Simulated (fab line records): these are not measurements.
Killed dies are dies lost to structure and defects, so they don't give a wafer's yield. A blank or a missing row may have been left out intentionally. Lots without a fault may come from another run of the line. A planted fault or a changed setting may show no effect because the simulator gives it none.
fab line records | flow nandHarc
record: lots: 24 wafers: 72 lastDay: 24
route steps=1159 shown A_CONTACT@877
lots that met no fault: from a run of the same line without faults
startH: the number of hours between the record's first day and the start of the first shown wafer of the lot | waitH: hours elapsed since this lot's preceding step | " identical to the entry in the row above | L1.1+2: one row covering several wafers at once | - value missing, or start not given | * or withheld: withheld | < > ~ a bound
route shown NAME@n: NAME is a module with steps in the file, n the number in the route of the first one | usual: mean/standard deviation taken from wafers without a fault | same: alike in all rows | chamber/n: place in a boat | sites: readings site by site | _std_site: their standard deviation | _edge_site: mean of outer sites minus mean of inner sites | radiusMm: how far each site lies from the wafer's centre | mask NAME#n: copy n | behind: the most recent tool/chamber to have shaped the wafer | hold: what put the lot on hold/how long, in hours/how the hold closed | device: whichever transistor did not switch (one of n, p or np) | end of line: the same wafers' tests at the end of the route | step lacking rows: just its recipe | killed: the dies lost at the first sort to structure and to defects; this is not the yield of the wafer | map: a wafer's dies, marking killed ones x, the rest . and places with no die _
set.NAME: the setting the step ran with; set.NAME@STEP: the setting that earlier step ran with | model.NAME: the simulator's own value behind a step, which no gauge read
route steps across a sampled set of lots; one table per step, one row per wafer
services: a tool's chamber out of use, with start hour (startH, from the record's first day; less than 0 if before it), hours out, and reason
== steps ==
step: NHARC_A_CONTACT_CD_MEAS_53
usual: cdNm: 189.4/0.84
columns lot.wafer tool chamber startH waitH cdNm
L075.1 cdSem-03 - 365.97 - 190.3
L075.3 " - " " 190.5
L075.4 " - " " 190.7
L074.1 cdSem-02 - 370.33 - 190.3
L074.5 " - " " 190.1
L074.6 " - " " 189.7
L076.2 cdSem-02 - 372.90 - 189.2
L076.4 " - " " 189.9
L076.5 " - " " 189.6
L077.1 cdSem-03 - 379.69 - 188.1
L077.5 " - " " 189.2
L077.6 " - " " 188.1
L078.3 cdSem-03 - 397.68 - 191.4
L078.4 " - " " 189.7
L078.6 " - " " 190.5
L080.2 cdSem-03 - 409.27 - 188.6
L080.5 " - " " 188.4
L080.6 " - " " 189.2
L079.1 cdSem-03 - 410.84 - 188.9
L079.2 " - " " 189.2
L079.3 " - " " 188.5
L083.2 cdSem-01 - 415.12 - 188.6
L083.3 " - " " 189.2
L083.6 " - " " 188.9
L082.1 cdSem-01 - 416.85 - 189.9
L082.3 " - " " 189.1
L082.5 " - " " 190.7
L081.3 cdSem-03 - 421.24 - 189.1
L081.4 " - " " 189.1
L081.5 " - " " 188.9
L084.3 cdSem-03 - 431.37 - 189.3
L084.4 " - " " 189.2
L084.6 " - " " 190.3
L085.3 cdSem-03 - 440.85 - 189.6
L085.5 " - " " 189.9
L085.6 " - " " 189.1
L086.1 cdSem-01 - 441.29 - 189.1
L086.3 " - " " 188.6
L086.6 " - " " 189.7
L087.3 cdSem-01 - 444.66 - 188.7
L087.5 " - " " 187.5
L087.6 " - " " 188.0
L089.1 cdSem-02 - 466.79 - 188.8
L089.4 " - " " 189.1
L089.5 " - " " 188.7
L091.2 cdSem-02 - 467.67 - 189.5
L091.4 " - " " 189.5
L091.6 " - " " 190.0
L088.1 cdSem-01 - 475.31 - 189.3
L088.3 " - " " 190.0
L088.4 " - " " 190.4
L090.2 cdSem-02 - 478.31 - 187.7
L090.4 " - " " 188.1
L090.6 " - " " 188.0
L093.1 cdSem-03 - 482.21 - 188.7
L093.2 " - " " 188.7
L093.6 " - " " 189.0
L092.2 cdSem-01 - 483.50 - 190.2
L092.3 " - " " 190.0
L092.5 " - " " 189.9
L096.2 cdSem-02 - 491.67 - 189.6
L096.5 " - " " 190.2
L096.6 " - " " 189.2
L094.4 cdSem-02 - 493.52 - 188.2
L094.5 " - " " 188.9
L094.6 " - " " 188.7
L095.2 cdSem-01 - 500.53 - 190.3
L095.3 " - " " 191.0
L095.6 " - " " 190.0
L097.3 cdSem-01 - 510.73 - 189.1
L097.4 " - " " 188.6
L097.5 " - " " 188.7
step: NHARC_A_CONTACT_DEP_58
recipe: targetThkA: 600 targetThkNm: 60 tempC: 400 pressureTorr: 3.5 flowSccm: 200 rfW: 350 material: SiON
usual: heaterPowerW: 758/110
columns lot.wafer tool chamber startH waitH heaterPowerW
L075.3 pecvd-03 2 369.71 0.9 669
L075.1 " 0 " " 807
L075.4 " 1 " " 811
L074.1 pecvd-01 1 373.05 1.5 788
L074.6 " 1 " " 797
L074.5 " 2 " " 926
L076.2 pecvd-01 0 376.00 1.2 980
L076.4 " 1 " " 769
L076.5 " 2 " " 971
L077.1 pecvd-03 0 382.67 1.5 762
L077.6 " 2 " " 659
L077.5 " 1 " " 737
L078.4 pecvd-01 2 400.56 0.7 941
L078.3 " 0 " " 952
L078.6 " 0 " " 969
L080.2 pecvd-01 2 414.35 1.2 957
L080.5 " 2 " " 950
L080.6 " 0 " " 871
L079.1 pecvd-02 1 414.55 1.5 829
L079.3 " 2 " " 649
L079.2 " 0 " " 617
L083.3 pecvd-03 0 423.12 0.9 761
L083.2 " 1 " " 752
L083.6 " 1 " " 745
L082.1 pecvd-02 2 424.20 1.5 702
L082.3 " 0 " " 632
L082.5 " 0 " " 630
L081.3 pecvd-03 1 426.29 1.0 773
L081.5 " 0 " " 718
L081.4 " 2 " " 764
L084.3 pecvd-02 0 435.67 0.9 570
L084.4 " 1 " " 718
L084.6 " 2 " " 694
L085.3 pecvd-02 2 445.10 0.9 761
L085.5 " 1 " " 699
L085.6 " 2 " " 764
L086.1 pecvd-02 1 445.64 1.5 831
L086.3 " 2 " " 702
L086.6 " 2 " " 741
L087.3 pecvd-02 2 447.47 0.9 714
L087.5 " 1 " " 855
L087.6 " 2 " " 712
L089.1 pecvd-02 1 469.57 1.5 828
L089.5 " 2 " " 639
L089.4 " 0 " " 616
L091.2 pecvd-02 0 470.42 1.2 558
L091.4 " 1 " " 863
L091.6 " 0 " " 580
L088.3 pecvd-02 2 480.34 0.9 706
L088.1 " 0 " " 594
L088.4 " 1 " " 726
L090.2 pecvd-02 0 482.08 1.2 577
L090.6 " 1 " " 818
L090.4 " 2 " " 760
L093.2 pecvd-02 0 484.93 1.2 633
L093.1 " 2 " " 637
L093.6 " 2 " " 644
L092.3 pecvd-02 2 486.35 0.9 735
L092.2 " 0 " " 585
L092.5 " 0 " " 583
L096.2 pecvd-03 1 498.10 1.2 883
L096.5 " 0 " " 829
L096.6 " 1 " " 870
L094.5 pecvd-03 1 498.67 0.4 836
L094.6 " 2 " " 771
L094.4 " 0 " " 848
L095.3 pecvd-02 0 503.45 0.9 645
L095.2 " 1 " " 762
L095.6 " 1 " " 789
L097.3 pecvd-03 0 513.42 0.9 861
L097.5 " 2 " " 705
L097.4 " 1 " " 826
step: NHARC_A_CONTACT_ETCH_75
recipe: targetDepthA: 390 overEtchFrac: 0.3 timeS: 65 ionEnergyEv: 80 cf4FlowSccm: 150 arFlowSccm: 0 rfW: 300 biasW: 100 chemistry: CF4
usual: drypumpMotorCurrentA: 5.6/0.42 oesProductAu: 0.997/0.015 rfVppV: 151.0/1.2 showerheadPlenumPTorr: 1.74/0.068 throttleValvePct: 13.284/0.0096
same: overEtchFrac: 0.3
columns lot.wafer tool chamber startH waitH drypumpMotorCurrentA oesProductAu rfHoursCounterH rfVppV showerheadPlenumPTorr throttleValvePct
L075.3 rieDiel-04 3 370.71 0.1 5.6 0.994 30 151.3 1.78 13.274
L075.1 " 1 " " 5.9 1.012 32 151.7 1.78 13.285
L075.4 " 2 " " 5.4 1.001 31 151.2 1.73 13.282
L074.1 rieDiel-04 3 374.07 0.1 5.6 0.988 31 153.4 1.78 13.280
L074.5 " 1 " " 5.9 1.015 - 151.7 1.78 13.282
L074.6 " 2 " " 5.4 0.996 - 150.1 1.73 13.277
L076.4 rieDiel-04 1 376.95 0.1 5.9 1.014 34 151.5 1.78 13.294
L076.2 " 3 " " 5.6 0.975 32 152.9 1.78 13.292
L076.5 " 1 " " 5.9 1.016 - 150.1 1.78 13.289
L077.1 rieDiel-03 0 383.69 0.1 5.1 1.016 31 150.9 1.73 13.286
L077.5 " 3 " " 5.8 0.985 - 150.3 1.68 13.289
L077.6 " 0 " " 5.1 1.016 - 151.1 1.73 13.298
L078.3 rieDiel-03 1 401.56 0.1 5.4 0.987 0 151.4 1.81 13.292
L078.4 " 3 " " 5.7 0.970 0 150.2 1.68 13.289
L078.6 " 1 " " 5.4 1.003 - 152.8 1.81 13.272
L080.2 rieDiel-04 3 415.45 0.1 5.6 0.976 45 151.0 1.77 13.296
L080.5 " 0 " " 5.0 0.996 - 152.6 1.84 13.290
L080.6 " 1 " " 5.9 1.017 - 151.6 1.78 13.288
L079.2 rieDiel-01 2 415.59 0.1 6.1 1.007 31 151.1 1.79 13.296
L079.3 " 0 " " 5.8 0.981 33 151.7 1.80 13.282
L079.1 " 1 " " 5.3 1.002 36 152.3 1.88 13.281
L083.3 rieDiel-03 0 424.09 0.1 5.1 1.005 4 149.9 1.73 13.276
L083.2 " 2 " " 6.2 1.016 5 150.2 1.65 13.294
L083.6 " 1 " " 5.4 0.996 - 150.9 1.81 13.269
L082.1 rieDiel-03 1 425.20 0.1 5.4 0.985 5 152.0 1.80 13.290
L082.3 " 3 " " 5.7 0.974 5 150.1 1.68 13.289
L082.5 " 0 " " 5.1 0.999 - 151.0 1.73 13.271
L081.4 rieDiel-03 0 427.14 0.1 5.1 0.996 5 150.7 1.73 13.295
L081.3 " 2 " " 6.2 1.022 6 149.6 1.65 13.278
L081.5 " 3 " " 5.8 0.980 - 149.3 1.68 13.280
L084.4 rieDiel-03 2 436.54 0.1 6.2 1.021 8 149.5 1.65 13.302
L084.3 " 3 " " 5.8 0.969 8 150.3 1.68 13.278
L084.6 " 2 " " 6.2 1.008 - 150.2 1.65 13.287
L085.3 rieDiel-03 0 445.91 0.1 5.1 1.001 9 149.1 1.73 13.290
L085.5 " 0 " " 5.1 0.997 - 152.2 1.73 13.282
L085.6 " 1 " " 5.4 0.972 - 152.4 1.80 13.290
L086.1 rieDiel-01 0 446.62 0.1 5.8 0.987 43 151.9 1.80 13.283
L086.3 " 1 " " 5.3 1.001 46 154.0 1.88 13.291
L086.6 " 3 " " 5.0 0.993 - 149.3 1.66 13.279
L087.3 rieDiel-03 3 448.44 0.1 5.8 0.957 10 151.8 1.68 13.285
L087.5 " 2 " " 6.2 1.009 - 150.2 1.65 13.283
L087.6 " 3 " " 5.8 0.964 - 149.8 1.68 13.296
L089.1 rieDiel-03 2 470.51 0.1 6.2 1.013 13 151.6 1.65 13.267
L089.4 " 0 " " 5.0 0.998 13 150.8 1.72 13.270
L089.5 " 2 " " 6.2 1.010 - 148.2 1.65 13.290
L091.2 rieDiel-01 1 471.35 0.1 5.3 1.006 53 153.3 1.88 13.285
L091.4 " 2 " " 6.1 1.018 49 150.4 1.78 13.259
L091.6 " 1 " " 5.3 1.017 - 153.1 1.88 13.290
L088.4 rieDiel-03 0 481.18 0.1 5.1 0.991 17 151.4 1.72 13.296
L088.1 " 1 " " 5.4 0.991 17 151.4 1.80 13.290
L088.3 " 2 " " 6.2 1.017 16 149.9 1.65 13.294
L090.4 rieDiel-03 0 483.02 0.1 5.1 0.986 17 150.4 1.72 13.290
L090.2 " 1 " " 5.4 0.987 17 152.4 1.80 13.290
L090.6 " 3 " " 5.8 0.977 - 149.9 1.68 13.259
L093.2 rieDiel-04 3 486.05 0.2 5.6 0.970 6 151.4 1.77 13.275
L093.1 " 2 " " 5.4 0.991 6 149.8 1.72 13.284
L093.6 " 3 " " 5.6 0.971 - 151.5 1.77 13.301
L092.3 rieDiel-01 2 487.21 0.1 6.2 1.016 56 152.7 1.78 13.290
L092.2 " 3 " " 5.0 0.984 58 150.0 1.66 13.295
L092.5 " 2 " " 6.1 1.020 - 151.0 1.78 13.293
L096.2 rieDiel-03 2 499.57 0.6 6.2 1.008 20 150.6 1.64 13.267
L096.5 " 2 " " 6.2 1.018 - 150.1 1.64 13.283
L096.6 " 3 " " 5.8 0.976 - 151.2 1.68 13.275
L094.4 rieDiel-03 0 499.90 0.3 5.1 1.000 20 150.0 1.72 13.293
L094.6 " 1 " " 5.4 0.987 - 152.7 1.80 13.293
L094.5 " 2 " " 6.2 1.015 - 150.0 1.64 13.290
L095.3 rieDiel-03 1 504.42 0.1 5.4 0.987 21 152.5 1.80 13.281
L095.2 " 2 " " 6.2 1.006 22 148.1 1.64 13.303
L095.6 " 2 " " 6.2 1.021 - 149.5 1.64 13.279
L097.3 rieDiel-03 1 514.41 0.1 5.4 0.994 24 151.3 1.80 13.268
L097.4 " 0 " " 5.1 1.001 24 151.0 1.72 13.273
L097.5 " 1 " " 5.4 0.990 - 151.6 1.80 13.294
step: NHARC_A_CONTACT_CD_MEAS_80
usual: cdNm: 189.5/0.82
columns lot.wafer tool chamber startH waitH cdNm
L075.1 cdSem-02 - 374.40 - 190.4
L075.3 " - " " 190.8
L075.4 " - " " 190.7
L074.1 cdSem-01 - 377.30 - 189.5
L074.5 " - " " 189.9
L074.6 " - " " 191.1
L076.2 cdSem-01 - 380.09 - 188.9
L076.4 " - " " 190.8
L076.5 " - " " 190.4
L077.1 cdSem-03 - 386.84 - 189.0
L077.5 " - " " 189.1
L077.6 " - " " 189.2
L078.3 cdSem-01 - 404.71 - 189.4
L078.4 " - " " 190.0
L078.6 " - " " 189.7
L080.2 cdSem-03 - 418.60 - 189.8
L080.5 " - " " 190.0
L080.6 " - " " 190.7
L079.1 cdSem-02 - 419.04 - 189.3
L079.2 " - " " 188.7
L079.3 " - " " 188.7
L083.2 cdSem-02 - 427.24 - 189.2
L083.3 " - " " 190.7
L083.6 " - " " 189.0
L082.1 cdSem-03 - 428.72 - 189.0
L082.3 " - " " 189.8
L082.5 " - " " 190.2
L081.3 cdSem-02 - 430.36 - 189.7
L081.4 " - " " 189.6
L081.5 " - " " 189.5
L084.3 cdSem-01 - 439.70 - 189.8
L084.4 " - " " 188.7
L084.6 " - " " 189.3
L085.3 cdSem-02 - 449.10 - 189.8
L085.5 " - " " 189.4
L085.6 " - " " 190.2
L086.1 cdSem-02 - 449.79 - 189.0
L086.3 " - " " 189.4
L086.6 " - " " 189.4
L087.3 cdSem-02 - 451.59 - 189.7
L087.5 " - " " 188.4
L087.6 " - " " 187.5
L089.1 cdSem-03 - 473.67 - 189.4
L089.4 " - " " 189.7
L089.5 " - " " 189.4
L091.2 cdSem-03 - 475.09 - 189.8
L091.4 " - " " 189.9
L091.6 " - " " 189.8
L088.1 cdSem-01 - 484.33 - 190.8
L088.3 " - " " 191.0
L088.4 " - " " 191.0
L090.2 cdSem-01 - 486.18 - 187.8
L090.4 " - " " 188.0
L090.6 " - " " 187.8
L093.1 cdSem-03 - 489.24 - 188.7
L093.2 " - " " 188.7
L093.6 " - " " 188.6
L092.2 cdSem-03 - 490.49 - 189.7
L092.3 " - " " 189.2
L092.5 " - " " 189.9
L096.2 cdSem-01 - 503.15 - 189.0
L096.5 " - " " 189.4
L096.6 " - " " 189.3
L094.4 cdSem-01 - 503.44 - 188.3
L094.5 " - " " 188.8
L094.6 " - " " 188.5
L095.2 cdSem-02 - 507.58 - 191.0
L095.3 " - " " 190.4
L095.6 " - " " 190.4
L097.3 cdSem-03 - 517.62 - 189.8
L097.4 " - " " 189.7
L097.5 " - " " 189.8
step: NHARC_A_CONTACT_ETCH_106
recipe: targetDepthA: 600 overetchA: 60 timeS: 33 ionEnergyEv: 100 cf4FlowSccm: 80 o2FlowSccm: 20 arFlowSccm: 0 rfW: 300 biasW: 100 chemistry: CF4/O2
usual: drypumpMotorCurrentA: 5.6/0.41 oesProductAu: 0.997/0.015 rfVppV: 197.4/1.4 showerheadPlenumPTorr: 1.32/0.055 throttleValvePct: 13.398/0.0092
columns lot.wafer tool chamber startH waitH drypumpMotorCurrentA oesProductAu rfHoursCounterH rfVppV showerheadPlenumPTorr throttleValvePct
L075.3 rieDiel-01 0 374.69 0.1 5.8 1.000 21 197.2 1.36 13.405
L075.4 " 1 " " 5.3 1.010 19 200.4 1.43 13.404
L075.1 " 3 " " 5.0 0.998 22 194.0 1.25 13.393
L074.1 rieDiel-03 0 377.62 0.1 5.1 1.012 29 197.2 1.30 13.405
L074.5 " 2 " " 6.2 1.000 - 194.9 1.24 13.399
L074.6 " 3 " " 5.7 0.971 - 196.7 1.27 13.414
L076.4 rieDiel-04 2 380.38 0.1 5.4 0.999 37 196.1 1.30 13.396
L076.2 " 3 " " 5.6 0.981 34 197.3 1.34 13.380
L076.5 " 2 " " 5.4 1.007 - 198.3 1.30 13.392
L077.1 rieDiel-03 2 387.20 0.1 6.2 0.997 30 196.6 1.24 13.415
L077.6 " 3 " " 5.8 0.973 - 196.1 1.27 13.390
L077.5 " 0 " " 5.1 1.002 - 198.1 1.30 13.394
L078.4 rieDiel-04 2 405.01 0.1 5.4 0.994 45 196.7 1.30 13.391
L078.3 " 3 " " 5.6 0.994 41 197.0 1.34 13.403
L078.6 " 1 " " 5.9 0.999 - 199.6 1.34 13.384
L080.2 rieDiel-04 0 418.90 0.1 5.0 1.014 48 200.5 1.39 13.409
L080.5 " 3 " " 5.6 0.975 - 196.3 1.34 13.391
L080.6 " 0 " " 5.0 1.010 - 199.0 1.39 13.401
L079.3 rieDiel-03 1 419.33 0.1 5.4 0.996 5 197.9 1.36 13.380
L079.1 " 2 " " 6.2 1.009 5 197.2 1.24 13.397
L079.2 " 3 " " 5.8 0.963 4 196.0 1.26 13.405
L083.3 rieDiel-01 0 427.53 0.1 5.7 0.984 36 199.5 1.36 13.393
L083.2 " 1 " " 5.3 1.009 40 199.8 1.42 13.388
L083.6 " 1 " " 5.3 1.001 - 199.0 1.42 13.400
L082.3 rieDiel-03 1 429.17 0.2 5.4 0.988 7 197.4 1.36 13.398
L082.1 " 2 " " 6.2 1.016 7 197.3 1.24 13.406
L082.5 " 0 " " 5.1 0.998 - 196.0 1.30 13.406
L081.4 rieDiel-03 2 430.65 0.1 6.2 1.030 7 195.2 1.24 13.413
L081.3 " 0 " " 5.1 0.996 6 197.1 1.30 13.404
L081.5 " 1 " " 5.4 0.994 - 198.6 1.36 13.413
L084.3 rieDiel-04 0 439.98 0.1 5.0 1.011 55 197.9 1.39 13.400
L084.4 " 1 " " 5.9 1.018 56 196.4 1.34 13.392
L084.6 " 0 " " 5.0 1.000 - 199.0 1.39 13.396
L085.3 rieDiel-01 0 449.56 0.1 5.8 0.966 44 198.8 1.36 13.404
L085.5 " 3 " " 5.0 1.004 - 194.7 1.25 13.402
L085.6 " 0 " " 5.8 0.987 - 197.8 1.36 13.394
L086.1 rieDiel-01 3 450.15 0.1 5.0 1.002 45 196.1 1.25 13.396
L086.3 " 0 " " 5.8 0.984 44 197.8 1.36 13.397
L086.6 " 2 " " 6.2 1.009 - 198.0 1.35 13.396
L087.3 rieDiel-03 2 451.88 0.1 6.2 1.004 11 194.6 1.24 13.394
L087.5 " 2 " " 6.2 1.026 - 196.3 1.24 13.405
L087.6 " 3 " " 5.8 0.965 - 197.4 1.26 13.417
L089.4 rieDiel-01 2 474.46 0.5 6.1 1.026 51 197.4 1.35 13.401
L089.1 " 1 " " 5.3 1.008 55 199.1 1.42 13.397
L089.5 " 3 " " 5.0 0.999 - 197.6 1.25 13.403
L091.4 rieDiel-04 2 475.39 0.1 5.4 0.995 0 196.7 1.30 13.407
L091.2 " 3 " " 5.6 0.970 0 198.5 1.34 13.391
L091.6 " 2 " " 5.4 0.990 - 197.8 1.30 13.402
L088.1 rieDiel-03 2 484.62 0.1 6.2 1.025 17 193.7 1.24 13.391
L088.3 " 3 " " 5.7 0.981 18 196.2 1.26 13.391
L088.4 " 0 " " 5.1 0.998 18 196.5 1.30 13.390
L090.4 rieDiel-01 0 486.47 0.1 5.8 0.973 55 197.2 1.36 13.380
L090.2 " 2 " " 6.1 1.003 55 197.5 1.35 13.404
L090.6 " 0 " " 5.8 0.973 - 198.3 1.36 13.400
L093.1 rieDiel-01 1 489.64 0.0 5.3 0.999 60 199.2 1.42 13.398
L093.2 " 0 " " 5.8 0.994 56 197.5 1.36 13.407
L093.6 " 1 " " 5.3 1.005 - 199.4 1.42 13.385
L092.3 rieDiel-03 2 490.82 0.1 6.2 1.007 18 196.2 1.24 13.386
L092.2 " 0 " " 5.1 0.991 19 196.4 1.30 13.391
L092.5 " 0 " " 5.1 0.993 - 196.9 1.30 13.397
L096.2 rieDiel-04 2 503.45 0.1 5.4 0.990 14 195.8 1.29 13.415
L096.5 " 1 " " 6.0 0.993 - 196.8 1.34 13.400
L096.6 " 2 " " 5.4 1.008 - 197.5 1.29 13.382
L094.4 rieDiel-03 1 503.78 0.1 5.4 0.989 21 198.9 1.36 13.409
L094.6 " 1 " " 5.4 0.996 - 199.0 1.36 13.394
L094.5 " 2 " " 6.2 1.015 - 195.7 1.24 13.406
L095.2 rieDiel-04 1 507.91 0.1 6.0 1.004 15 197.0 1.34 13.397
L095.3 " 2 " " 5.4 0.986 15 199.4 1.29 13.394
L095.6 " 2 " " 5.4 1.002 - 196.0 1.29 13.397
L097.3 rieDiel-01 0 517.97 0.1 5.8 0.979 6 198.1 1.36 13.393
L097.4 " 1 " " 5.3 0.989 5 199.4 1.42 13.411
L097.5 " 3 " " 5.0 0.975 - 195.5 1.25 13.398
step: NHARC_A_CONTACT_ETCH_88
recipe: targetDepthA: 390 overEtchFrac: 0.3 timeS: 65 ionEnergyEv: 80 cf4FlowSccm: 150 arFlowSccm: 0 rfW: 300 biasW: 100 chemistry: CF4
usual: drypumpMotorCurrentA: 5.6/0.39 oesProductAu: 0.996/0.015 rfVppV: 150.9/1.2 showerheadPlenumPTorr: 1.74/0.064 throttleValvePct: 13.284/0.0091
same: overEtchFrac: 0.3
columns lot.wafer tool chamber startH waitH drypumpMotorCurrentA oesProductAu rfHoursCounterH rfVppV showerheadPlenumPTorr throttleValvePct
L075.1 rieDiel-03 3 378.87 0.1 5.7 0.976 31 149.9 1.68 13.291
L075.3 " 0 " " 5.1 1.002 29 150.0 1.73 13.266
L075.4 " 2 " " 6.2 1.008 28 149.8 1.65 13.274
L074.1 rieDiel-03 3 381.10 0.1 5.7 0.964 32 149.9 1.68 13.286
L074.6 " 2 " " 6.2 1.009 - 150.5 1.65 13.292
L074.5 " 3 " " 5.7 0.983 - 151.0 1.68 13.298
L076.4 rieDiel-01 2 384.05 0.1 6.1 1.009 20 150.4 1.79 13.281
L076.2 " 1 " " 5.3 1.015 23 154.0 1.88 13.281
L076.5 " 2 " " 6.1 1.029 - 150.9 1.79 13.267
L077.1 rieDiel-03 3 390.10 0.1 5.8 0.987 33 150.8 1.68 13.273
L077.6 " 2 " " 6.2 1.009 - 150.6 1.65 13.285
L077.5 " 3 " " 5.8 0.973 - 150.4 1.68 13.292
L078.3 rieDiel-04 2 407.93 0.1 5.4 1.012 45 151.8 1.73 13.278
L078.4 " 0 " " 5.0 1.005 43 151.6 1.84 13.284
L078.6 " 2 " " 5.4 0.997 - 151.9 1.73 13.282
L080.2 rieDiel-01 3 425.53 0.1 5.0 0.986 37 150.5 1.66 13.295
L080.6 " 3 " " 5.0 0.992 - 149.7 1.66 13.284
L080.5 " 0 " " 5.8 0.984 - 150.8 1.80 13.289
L079.3 rieDiel-04 1 426.45 0.1 5.9 1.012 52 150.8 1.78 13.276
L079.2 " 2 " " 5.4 1.007 52 150.7 1.72 13.277
L079.1 " 0 " " 5.0 1.012 50 151.4 1.84 13.278
L083.2 rieDiel-03 3 432.35 0.1 5.7 0.985 7 151.1 1.68 13.292
L083.3 " 0 " " 5.1 1.008 6 150.7 1.73 13.280
L083.6 " 0 " " 5.1 1.000 - 149.4 1.73 13.289
L082.3 rieDiel-04 0 433.75 0.1 5.0 0.998 53 152.4 1.84 13.261
L082.1 " 1 " " 6.0 1.020 54 150.6 1.78 13.274
L082.5 " 0 " " 5.0 0.999 - 152.4 1.84 13.287
L081.3 rieDiel-04 1 435.45 0.6 6.0 1.014 55 151.5 1.78 13.275
L081.4 " 2 " " 5.4 1.005 55 151.0 1.72 13.281
L081.5 " 0 " " 5.0 1.024 - 151.2 1.84 13.298
L084.4 rieDiel-03 3 442.89 0.1 5.7 0.958 9 149.5 1.68 13.276
L084.3 " 1 " " 5.4 0.978 9 153.3 1.80 13.280
L084.6 " 3 " " 5.7 0.962 - 149.0 1.68 13.290
L085.3 rieDiel-03 2 452.56 0.1 6.2 1.030 11 148.9 1.65 13.270
L085.6 " 3 " " 5.8 0.976 - 151.1 1.68 13.272
L085.5 " 0 " " 5.1 1.009 - 150.2 1.72 13.283
L086.3 rieDiel-04 2 453.65 0.1 5.4 1.005 61 150.6 1.72 13.296
L086.1 " 3 " " 5.6 0.999 59 152.7 1.77 13.295
L086.6 " 2 " " 5.4 1.006 - 150.6 1.72 13.287
L087.3 rieDiel-03 1 454.82 0.1 5.4 0.994 11 151.4 1.80 13.294
L087.5 " 0 " " 5.1 1.000 - 149.9 1.72 13.272
L087.6 " 1 " " 5.4 0.991 - 151.6 1.80 13.287
L089.4 rieDiel-03 0 477.39 0.1 5.1 0.983 16 150.6 1.72 13.271
L089.1 " 2 " " 6.2 1.019 15 148.4 1.65 13.275
L089.5 " 0 " " 5.1 0.994 - 148.7 1.72 13.288
L091.4 rieDiel-03 2 479.84 0.1 6.2 1.015 16 150.4 1.65 13.281
L091.2 " 0 " " 5.1 0.985 16 150.2 1.72 13.289
L091.6 " 3 " " 5.8 0.976 - 149.2 1.68 13.293
L088.1 rieDiel-04 1 490.40 0.1 6.0 0.988 9 151.2 1.77 13.306
L088.4 " 3 " " 5.6 0.967 8 152.7 1.77 13.286
L088.3 " 0 " " 5.0 1.001 9 153.1 1.83 13.275
L090.2 rieDiel-04 1 491.56 0.1 5.9 0.999 10 152.3 1.77 13.293
L090.4 " 0 " " 5.0 0.997 9 152.0 1.83 13.301
L090.6 " 1 " " 5.9 1.001 - 150.0 1.77 13.293
L093.1 rieDiel-03 3 496.65 0.1 5.8 0.987 18 149.5 1.68 13.273
L093.2 " 0 " " 5.1 1.004 19 149.5 1.72 13.292
L093.6 " 2 " " 6.2 1.019 - 148.9 1.64 13.272
L092.3 rieDiel-03 0 497.87 0.1 5.1 0.994 20 151.9 1.72 13.280
L092.2 " 3 " " 5.8 0.986 19 149.3 1.68 13.301
L092.5 " 0 " " 5.1 0.996 - 151.3 1.72 13.285
L096.2 rieDiel-01 2 507.33 0.1 6.1 1.024 2 152.2 1.78 13.297
L096.6 " 1 " " 5.3 0.994 - 151.7 1.87 13.292
L096.5 " 2 " " 6.2 1.016 - 153.3 1.78 13.285
L094.4 rieDiel-03 2 508.55 0.1 6.2 1.012 23 148.2 1.64 13.275
L094.5 " 1 " " 5.4 0.999 - 151.1 1.80 13.283
L094.6 " 2 " " 6.2 1.006 - 149.7 1.64 13.281
L095.3 rieDiel-04 2 512.68 0.2 5.4 0.986 15 150.6 1.72 13.289
L095.2 " 3 " " 5.6 0.976 14 151.5 1.76 13.280
L095.6 " 3 " " 5.6 0.967 - 151.1 1.76 13.272
L097.3 rieDiel-03 3 520.98 0.1 5.7 0.983 23 149.5 1.67 13.281
L097.4 " 0 " " 5.1 0.997 25 150.6 1.72 13.278
L097.5 " 1 " " 5.4 0.990 - 152.0 1.80 13.273
== services ==
columns tool chamber startH hours kind
rieDiel-03 0 346.83 - clean
rieDiel-03 1 346.83 - clean
rieDiel-03 2 346.83 - clean
rieDiel-03 3 346.83 - clean
rieDiel-03 - 360.97 0.3 repair
rieDiel-03 0 371.36 - clean
rieDiel-03 1 371.36 - clean
rieDiel-03 2 371.36 - clean
rieDiel-03 3 371.36 - clean
pecvd-02 2 377.62 12.5 repair
rieDiel-01 0 390.21 8.2 repair
rieDiel-03 - 392.33 9.0 pm
rieDiel-03 0 392.33 9.0 ventCycle
rieDiel-03 1 392.33 9.0 ventCycle
rieDiel-03 2 392.33 9.0 ventCycle
rieDiel-03 3 392.33 9.0 ventCycle
pecvd-01 - 393.52 1.6 repair
rieDiel-03 0 401.33 - clean
pecvd-01 - 418.06 13.0 pm
rieDiel-04 - 465.97 9.0 pm
pecvd-03 - 473.61 13.0 pm
rieDiel-03 3 487.55 4.3 repair
rieDiel-01 - 491.88 9.0 pm
pecvd-02 - 515.55 13.0 pm
== key ==
fault none
